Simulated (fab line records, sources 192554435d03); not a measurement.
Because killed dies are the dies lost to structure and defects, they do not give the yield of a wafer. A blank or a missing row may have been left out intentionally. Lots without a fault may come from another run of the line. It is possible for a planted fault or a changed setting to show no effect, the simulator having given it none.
fab line records -- flow n5Finfet
[record] lots = 7, wafers = 39
route steps=1938 shown FIN_SAQP@98 SD_EPI_N@288 SD_EPI_P@321 GATE_CUT@467 BEOL_M0@721 BEOL_M3@1008 BEOL_M4@1111
startH: the number of hours between the record's first day and the start of the first shown wafer of the lot -- waitH: how many hours have passed since the lot's step before this one -- " unchanged from the row above -- L1.1+2: one row covering several wafers at once -- - value missing, or start not given -- * or withheld: withheld -- < > ~ a bound
route shown NAME@n: names a module that has steps shown in the file, with the first one's number in the route -- usual: mean/standard deviation taken from wafers without a fault -- same: alike in all rows -- chamber/n: place in a boat -- sites: readings site by site -- _std_site: standard deviation across them -- _edge_site: inner sites' mean taken away from outer sites' mean -- radiusMm: for every site, how far away it sits from the centre of the wafer -- mask NAME#n: copy n -- behind: the last tool/chamber to shape the wafer -- hold: what put the lot on hold/how long, in hours/how the hold closed -- device: whichever transistor did not switch (one of n, p or np) -- end of line: the route-end tests of the same wafers -- step lacking rows: just its recipe -- killed: dies that structure and defects cost at the first sort, which is not the same as the wafer's yield -- map: a wafer's dies, x killed, . not, _ none there
set.NAME: the setting that was run; set.NAME@STEP: the one run at that earlier step -- model.NAME: the simulator's own value behind a step, which no gauge read
lots with deliberately changed settings; one table per step, one row per wafer
[[steps]]
[step N5_FIN_SAQP_PECVD_47]
[recipe] material = a-Si, targetThkA = 450, tempC = 400, precursor = SiH4/He, pressureTorr = 3, rfW = 100, timeS = 36.3
[step N5_SD_EPI_N_EPI_21]
[recipe] material = Si:P, dopant = P, tempC = 680, pressureTorr = 255, timeS = 690
[step N5_SD_EPI_P_EPI_21]
[recipe] material = SiGe:B, dopant = B, tempC = 550, pressureTorr = 20, ambient = H2, timeS = 355
[step N5_GATE_CUT_ETCHBACK_30]
[recipe] chemistry = Cl2/Ar, target = TiN, targetDepthA = 30, mode = isotropic, pressureMtorr = 10, icpW = 600, biasW = 60, Cl2_flow_sccm = 40, Ar_flow_sccm = 60
[step N5_BEOL_M0_TRENCH_ETCH_107]
[recipe] chemistry = C4F6/O2, targetDepthA = 328, target = SiOC, timeS = 16.4, ionEnergyEv = 250, pressureMtorr = 30, sourceW = 355, biasW = 185, Ar_flow_sccm = 300, C4F6_flow_sccm = 10, O2_flow_sccm = 10
[step N5_BEOL_M3_SPUTTER_94]
[recipe] material = Cu, targetThkA = 45, tempC = -20, chamberPressurePa = 0.07, powerW = withheld, timeS = 8.29
[step N5_BEOL_M4_RC_MEAS_101]
[usual] ION_N = 675/12, REXT_N = 75.5/1.6, REXT_P = 100.0/2.3, RS_SD_N = 28.4/0.35, RS_SD_P = 66.0/1
lot.wafer,tool,chamber,startH,waitH,set.timeS@FIN_SAQP_PECVD_47,set.epiGrowthTimeS@SD_EPI_N_EPI_21,set.timeS@SD_EPI_P_EPI_21,set.targetDepthA@GATE_CUT_ETCHBACK_30,set.targetDepthA@BEOL_M0_TRENCH_ETCH_107,set.timeS@BEOL_M3_SPUTTER_94,ION_N[uA/um],REXT_N[ohm.um],REXT_P[ohm.um],RS_SD_N[ohm/sq],RS_SD_P[ohm/sq]
L077.1,prober-01,0,185.47,0.0,36.3,690,556,41.72,328,8.29,676,76.9,99.3,28.2,48.5
L077.2,prober-01,0,185.47,0.0,36.3,350.4,355,30,389.5,8.29,640,92.8,102.5,51.5,66.9
L077.3,prober-01,0,185.47,0.0,36.3,690,556,30,389.5,8.29,669,75.9,97.2,27.9,49.2
L077.4,prober-01,0,185.47,0.0,55.54,690,355,41.72,328,8.29,649,76.3,104.3,28.1,67.4
L077.5,prober-01,0,185.47,0.0,55.54,350.4,556,30,328,8.29,643,93.8,97.0,51.5,49.5
L077.6,prober-01,0,185.47,0.0,55.54,350.4,355,41.72,389.5,8.29,643,92.2,103.2,51.3,67.0
L078.1,prober-02,0,185.89,0.0,36.3,378.1,355,30,328,13,623,88.1,100.4,48.2,67.7
L078.2,prober-02,0,185.89,0.0,36.3,378.1,464.9,30,328,8.29,634,89.4,97.1,48.5,56.2
L078.3,prober-02,0,185.89,0.0,36.3,690,355,30,328,8.29,661,75.1,100.1,28.9,67.9
L078.4,prober-02,0,185.89,0.0,36.3,690,464.9,30,411.1,8.29,660,75.1,96.9,28.7,55.7
L078.5,prober-02,0,185.89,0.0,36.3,378.1,355,30,411.1,13,632,90.4,99.4,48.4,67.2
L078.6,prober-02,0,185.89,0.0,36.3,690,464.9,30,411.1,13,650,75.1,98.1,29.0,56.7
L079.1,prober-02,0,192.78,0.0,49.35,690,355,38.77,328,8.29,672,75.0,99.7,28.2,66.4
L079.2,prober-02,0,192.78,0.0,49.35,914.6,562.8,38.77,278.4,4.771,679,75.3,96.9,22.9,48.1
L079.3,prober-02,0,192.78,0.0,36.3,914.6,562.8,30,328,8.29,687,74.6,95.5,22.9,48.7
L079.4,prober-02,0,192.78,0.0,49.35,690,562.8,30,328,4.771,687,74.8,94.1,27.8,48.4
L079.5,prober-02,0,192.78,0.0,36.3,690,355,38.77,278.4,4.771,653,76.8,100.4,28.0,66.6
L079.6,prober-02,0,192.78,0.0,36.3,914.6,355,30,278.4,8.29,677,75.1,99.7,23.0,64.7
L084.1,prober-01,0,217.14,0.0,36.3,331.2,355,30,328,11.84,651,93.5,96.6,54.4,66.1
L084.2,prober-01,0,217.14,0.0,36.3,690,355,30,328,11.84,670,75.0,99.0,28.4,66.9
L084.3,prober-01,0,217.14,0.0,15.19,331.2,355,30,427.8,8.29,643,94.1,96.6,55.2,65.8
L084.4,prober-01,0,217.14,0.0,36.3,690,355,30,427.8,8.29,683,76.1,98.2,28.2,65.9
L084.5,prober-01,0,217.14,0.0,15.19,331.2,355,30,427.8,11.84,652,94.7,97.1,54.6,66.1
L084.6,prober-01,0,217.14,0.0,15.19,690,355,30,328,8.29,671,74.6,98.2,28.5,65.2
L089.1,prober-02,0,275.09,0.0,36.3,690,355,30,155.2,8.29,678,78.5,98.1,28.3,65.4
L089.2,prober-02,0,275.09,0.0,36.3,690,355,37.62,328,8.29,671,78.1,99.0,28.2,65.1
L089.3,prober-02,0,275.09,0.0,36.3,690,355,37.62,328,8.29,663,78.3,98.3,27.9,64.9
L089.4,prober-02,0,275.09,0.0,36.3,690,355,30,328,8.29,692,76.8,97.5,28.4,64.7
L089.5,prober-02,0,275.09,0.0,36.3,690,355,30,155.2,8.29,666,78.5,97.7,28.7,65.3
L089.6,prober-02,0,275.09,0.0,36.3,690,355,37.62,155.2,8.29,669,78.1,97.7,28.5,64.8
L090.2,prober-02,0,276.97,0.2,36.3,690,355,30,328,8.29,682,74.0,99.0,29.0,68.3
L090.3,prober-02,0,276.97,0.2,36.3,690,355,30,328,8.29,668,74.5,99.5,28.6,67.1
L090.6,prober-02,0,276.97,0.2,36.3,690,355,30,328,8.29,690,72.6,96.9,28.9,66.7
L095.1,prober-02,0,302.58,0.0,36.3,432.5,436.5,20.43,328,12.05,658,89.3,97.1,42.7,56.5
L095.2,prober-02,0,302.58,0.0,36.3,690,355,20.43,252.4,8.29,670,77.1,99.0,28.4,64.8
L095.3,prober-02,0,302.58,0.0,57.72,690,436.5,30,252.4,8.29,666,78.1,95.8,28.3,57.0
L095.4,prober-02,0,302.58,0.0,36.3,432.5,355,30,252.4,12.05,662,89.3,97.6,41.8,64.8
L095.5,prober-02,0,302.58,0.0,57.72,690,436.5,30,328,8.29,661,78.0,98.1,28.3,56.8
L095.6,prober-02,0,302.58,0.0,57.72,432.5,355,20.43,328,12.05,658,89.4,99.0,42.0,66.0
[[key]]
[split] step = N5_FIN_SAQP_PECVD_47, setting = timeS, statedAs = 36.3
response none clear
[split] step = N5_SD_EPI_N_EPI_21, setting = epiGrowthTimeS, statedAs = 690
[response] step = N5_BEOL_M4_RC_MEAS_101, reading = RS_SD_N, slope = -0.424, per = 1%, togetherWith = all, explained = 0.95
[response] step = N5_BEOL_M4_RC_MEAS_101, reading = REXT_N, slope = -0.298, per = 1%, togetherWith = all, explained = 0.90
[response] step = N5_BEOL_M4_RC_MEAS_101, reading = ION_N, slope = +0.43, per = 1%, togetherWith = all, explained = 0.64
[split] step = N5_SD_EPI_P_EPI_21, setting = timeS, statedAs = 355
[response] step = N5_BEOL_M4_RC_MEAS_101, reading = RS_SD_P, slope = -0.318, per = 1%, togetherWith = all, explained = 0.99
[response] step = N5_BEOL_M4_RC_MEAS_101, reading = REXT_P, slope = -0.0869, per = 1%, togetherWith = all, explained = 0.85
[split] step = N5_GATE_CUT_ETCHBACK_30, setting = targetDepthA, statedAs = 30
response none clear
[split] step = N5_BEOL_M0_TRENCH_ETCH_107, setting = targetDepthA, statedAs = 328
response none clear
[split] step = N5_BEOL_M3_SPUTTER_94, setting = timeS, statedAs = 8.29
response none clear
